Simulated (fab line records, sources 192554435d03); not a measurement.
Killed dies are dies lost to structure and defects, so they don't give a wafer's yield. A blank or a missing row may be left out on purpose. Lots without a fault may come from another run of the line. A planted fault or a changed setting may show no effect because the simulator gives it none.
fab line records | flow n5_finfet | part 2 of 2: steps 19 to 24 of 24
record lots=5 wafers=15 last_day=17
route steps=1938 shown BEOL_M11@1551
lots that met no fault: from a run of the same line without faults
start_h: hours from the record's first day to the start of the lot's first wafer shown | wait_h: hours since the lot's step before | " the same as in the row above | L1.1+2: a row that stands for several wafers | - no value, or no start given | * or withheld: withheld | < > ~ a bound
route shown NAME@n: a module of which the file shows steps, and the number in the route of the first | usual: mean/standard deviation of fault-free wafers | same: alike in all rows | chamber/n: place in a boat | sites: the reading at each site | _std_site: their standard deviation | _edge_site: outer sites' mean less inner sites' | radius_mm: how far each site lies from the wafer's centre | mask NAME#n: copy n | behind: the tool/chamber that last shaped the wafer | hold: why the lot was held/for how many hours/how that ended | device: the transistor (n, p or np) that didn't switch | end of line: the same wafers' tests at the end of the route | a step without rows: its recipe alone | killed: dies lost to structure and defects at the first sort, not the wafer's yield | map: a wafer's dies, x killed, . not, _ none there
set.NAME: the setting as run; set.NAME@STEP: as run at that earlier step | model.NAME: the simulator's own value behind a step, which no gauge read
lots at some steps of the route; a table a step, a row a wafer
services: from which hour (start_h, from the record's first day; less than 0 if before it) a tool's chamber was out of use, for how many hours, and why
## steps
# step N5_BEOL_M11_OVL_MEAS_29
# recipe points_per_wafer=44
# usual V10_OVL=0.3/0.77
# columns lot.wafer tool chamber start_h wait_h V10_OVL[nm]
L074.1 overlay-01 0 238.02 0.0 -0.6
L074.4 " 0 " " -0.1
L074.6 " 0 " " -1.0
L079.1 overlay-01 0 266.00 0.0 0.6
L079.3 " 0 " " 0.9
L079.4 " 0 " " 0.3
L086.2 overlay-01 0 311.69 0.0 0.9
L086.3 " 0 " " 0.2
L086.4 " 0 " " 0.2
L088.2 overlay-02 0 345.08 0.0 0.7
L088.4 " 0 " " 2.4
L088.6 " 0 " " 1.3
L094.1 overlay-01 0 364.37 0.0 1.8
L094.3 " 0 " " 1.3
L094.6 " 0 " " -0.5
# step N5_BEOL_M11_INSPECT_30
# recipe mode=adi inspect_instrument=brightfield
# usual raw_defect_count=382/88
# columns lot.wafer tool chamber start_h wait_h raw_defect_count
L074.1 defect_inspect-02 - 238.04 0.0 354
L074.4 " - " " 198
L074.6 " - " " 349
L079.1 defect_inspect-02 - 266.02 0.0 428
L079.3 " - " " 383
L079.4 " - " " 347
L086.2 defect_inspect-02 - 311.71 0.0 340
L086.3 " - " " 447
L086.4 " - " " 334
L088.2 defect_inspect-01 - 345.10 0.0 302
L088.4 " - " " 222
L088.6 " - " " 219
L094.1 defect_inspect-02 - 364.40 0.0 587
L094.3 " - " " 378
L094.6 " - " " 431
# step N5_BEOL_M11_DESCUM_33
# recipe chemistry=O2 time_s=7.9 source_power_w=50 bias_power_w=20 pressure_mtorr=20 rf_frequency_hz=2.712e+07 temp_c=40 resist=CAR-ArF o2_flow_sccm=225
# usual drypump_motor_current_A=5.6/0.41 oes_product_au=0.75/0.081 rf_fwd_power_W=49.42/0.23 rf_vpp_V=243.3/1.1 showerhead_plenum_p_Torr=2.10/0.055 throttle_valve_pct=20.55/0.23
# columns lot.wafer tool chamber start_h wait_h drypump_motor_current_A oes_product_au rf_fwd_power_W rf_hours_counter_h rf_vpp_V showerhead_plenum_p_Torr throttle_valve_pct
L074.1 rie_diel-05 2 238.07 0.0 5.3 0.70 49.60 193 243.9 2.09 20.43
L074.4 " 3 " " 5.8 0.72 49.40 178 244.4 2.08 20.53
L074.6 " 2 " " 5.2 0.71 49.66 - 245.1 2.09 20.43
L079.1 rie_diel-05 3 266.34 0.3 5.8 0.73 49.37 188 242.9 2.08 20.54
L079.3 " 2 " " 5.2 0.71 49.49 203 242.2 2.09 20.46
L079.4 " 3 " " 5.8 0.72 49.31 - 243.2 2.08 20.55
L086.2 rie_diel-04 0 311.95 0.2 6.2 0.70 49.16 232 243.1 2.07 20.57
L086.3 " 2 " " 6.5 0.93 49.02 15 246.2 2.23 20.00
L086.4 " 2 " " 6.5 0.93 48.91 - 246.0 2.23 20.00
L088.2 rie_diel-03 2 345.14 0.0 5.1 0.91 49.31 37 244.1 2.13 20.11
L088.4 " 3 " " 5.6 0.73 49.28 208 243.9 2.17 20.86
L088.6 " 0 " " 5.5 0.80 49.16 - 242.1 2.03 20.53
L094.1 rie_diel-05 1 364.43 0.0 5.6 0.68 48.87 237 242.3 2.07 20.64
L094.3 " 3 " " 5.8 0.70 49.50 218 241.5 2.07 20.60
L094.6 " 3 " " 5.8 0.70 49.51 - 242.0 2.07 20.60
# step N5_BEOL_M11_ETCH_65
# recipe chemistry=CF4 target=SiARC target_depth_a=390 mask_material=CAR-ArF time_s=65 ion_energy_ev=80 pressure_mtorr=40 source_w=545 bias_w=36 Ar_flow_sccm=100 cf4_flow_sccm=100 ends=cleared
# usual bias_w=35.99/0.1 drypump_motor_current_A=5.6/0.41 etch_rf_on_time_s=65.5/1.6 oes_product_au=0.64/0.068 rf_fwd_power_W=539.0/2.2 rf_vpp_V=184.2/0.96 showerhead_plenum_p_Torr=2.14/0.053 throttle_valve_pct=15.69/0.23
# columns lot.wafer tool chamber start_h wait_h bias_w drypump_motor_current_A etch_rf_on_time_s oes_product_au rf_fwd_power_W rf_hours_counter_h rf_vpp_V showerhead_plenum_p_Torr throttle_valve_pct
L074.1 rie_diel-05 2 238.11 0.0 35.91 5.3 65.9 0.60 539.8 193 183.1 2.12 15.53
L074.4 " 3 " " 36.04 5.9 65.3 0.63 543.6 178 184.5 2.12 15.72
L074.6 " 2 " " 36.05 5.3 65.7 0.61 539.7 - 184.0 2.12 15.54
L079.1 rie_diel-05 3 266.38 0.0 35.93 5.8 64.8 0.63 539.3 188 185.0 2.12 15.74
L079.3 " 2 " " 35.88 5.2 65.6 0.60 538.0 203 184.7 2.12 15.57
L079.4 " 3 " " 35.97 5.8 64.2 0.63 539.2 - 183.8 2.12 15.74
L086.2 rie_diel-04 0 311.98 0.0 35.83 6.2 62.8 0.60 539.7 232 183.0 2.13 15.77
L086.3 " 2 " " 35.93 6.5 64.0 0.79 538.6 15 185.7 2.28 15.17
L086.4 " 2 " " 35.93 6.5 64.1 0.80 536.7 - 186.1 2.28 15.16
L088.2 rie_diel-03 2 345.17 0.0 36.06 5.1 64.6 0.76 540.8 37 183.7 2.19 15.29
L088.4 " 3 " " 35.85 5.6 63.4 0.62 536.5 208 185.3 2.21 16.07
L088.6 " 0 " " 36.11 5.4 66.1 0.68 538.9 - 182.7 2.07 15.64
L094.1 rie_diel-05 1 364.47 0.0 36.02 5.6 69.0 0.56 536.8 237 185.4 2.10 15.80
L094.3 " 3 " " 35.77 5.8 65.8 0.61 540.3 218 183.6 2.11 15.79
L094.6 " 3 " " 36.05 5.8 65.7 0.61 542.0 - 184.9 2.11 15.80
# step N5_BEOL_M11_ETCH_66
# recipe chemistry=N2/H2 target=SOC target_depth_a=1200 overetch_a=240 mask_material=SiARC temp_c=40 time_s=180 ion_energy_ev=200 pressure_mtorr=30 source_w=840 bias_w=150 n2_flow_sccm=200 h2_flow_sccm=200
# usual bias_w=150.0/0.45 drypump_motor_current_A=5.6/0.41 n2_flow_sccm=200.0/0.61 oes_product_au=0.61/0.06 rf_fwd_power_W=837.2/2.9 rf_vpp_V=523.9/1.9 showerhead_plenum_p_Torr=2.54/0.065 throttle_valve_pct=17.90/0.23
# columns lot.wafer tool chamber start_h wait_h bias_w drypump_motor_current_A n2_flow_sccm oes_product_au rf_fwd_power_W rf_hours_counter_h rf_vpp_V showerhead_plenum_p_Torr throttle_valve_pct
L074.1 rie_diel-05 2 238.16 0.0 149.3 5.3 199.6 0.59 838.4 193 523.7 2.52 17.72
L074.4 " 3 " " 150.1 5.8 199.7 0.60 833.4 178 523.3 2.54 18.13
L074.6 " 2 " " 150.0 5.3 200.4 0.59 836.1 - 524.2 2.52 17.73
L079.1 rie_diel-05 3 266.43 0.0 149.4 5.8 199.5 0.59 835.8 188 525.4 2.53 18.12
L079.3 " 2 " " 149.9 5.3 200.1 0.58 837.5 203 522.3 2.51 17.73
L079.4 " 3 " " 150.5 5.9 200.6 0.59 834.1 - 521.2 2.53 18.13
L086.2 rie_diel-04 0 312.03 0.0 150.1 6.2 199.9 0.56 837.2 232 522.7 2.52 18.07
L086.3 " 2 " " 150.2 6.5 200.2 0.75 833.9 15 528.0 2.72 17.56
L086.4 " 2 " " 149.5 6.5 200.0 0.75 838.7 - 528.4 2.72 17.55
L088.2 rie_diel-03 2 345.22 0.0 150.4 5.1 200.1 0.71 837.4 37 525.6 2.58 17.38
L088.4 " 3 " " 150.2 5.6 200.2 0.57 838.1 208 525.8 2.62 18.11
L088.6 " 0 " " 149.1 5.5 198.5 0.65 834.8 - 521.2 2.46 17.91
L094.1 rie_diel-05 1 364.52 0.0 150.0 5.6 199.3 0.56 831.5 237 521.9 2.52 18.07
L094.3 " 3 " " 150.0 5.8 199.7 0.58 840.6 218 523.5 2.52 18.19
L094.6 " 3 " " 150.0 5.8 200.1 0.58 835.7 - 523.3 2.52 18.19
# step N5_BEOL_M11_STRIP_69
# recipe chemistry=N2/H2 temp_c=40 n2_flow_sccm=200 h2_flow_sccm=200 rf_frequency_hz=6e+07
# columns lot.wafer tool chamber start_h wait_h
L074.1+4+6 rie_diel-05 2,3,2 238.27 0.1
L079.1+3+4 rie_diel-05 3,2,3 266.54 0.1
L086.2+3+4 rie_diel-04 0,2,2 312.15 0.1
L088.2+4+6 rie_diel-03 2,3,0 345.33 0.1
L094.1+3+6 rie_diel-05 1,3,3 364.63 0.1
## services
# columns tool chamber start_h hours kind
arfi_scanner-01 - 218.80 3.1 pm
arfi_scanner-01 - 229.33 1.0 pm
rie_diel-04 3 230.43 - clean
rie_diel-04 3 230.43 - consumable_replace:focus_ring
rie_diel-04 3 230.43 24.4 scheduled_down
rie_diel-04 3 230.43 24.4 vent_cycle
rie_diel-03 1 238.76 4.5 repair
arfi_scanner-02 - 254.03 5.2 repair
rie_diel-04 2 254.91 - clean
rie_diel-04 2 254.91 - consumable_replace:focus_ring
rie_diel-04 2 254.91 - consumable_replace:showerhead
rie_diel-04 2 254.91 16.8 scheduled_down
rie_diel-04 2 254.91 16.8 vent_cycle
rie_metal-03 0 260.76 36.1 repair
arfi_scanner-01 - 262.27 1.3 pm
arfi_scanner-01 - 266.20 0.5 repair
rie_diel-04 3 285.00 27.2 repair
arfi_scanner-02 - 298.53 1.0 pm
arfi_scanner-02 - 307.03 3.9 pm
arfi_scanner-02 - 318.07 0.8 pm
rie_diel-04 0 322.48 6.7 repair
arfi_scanner-02 - 329.61 1.3 pm
arfi_scanner-02 - 333.17 3.1 pm
rie_diel-04 - 351.21 1.5 repair
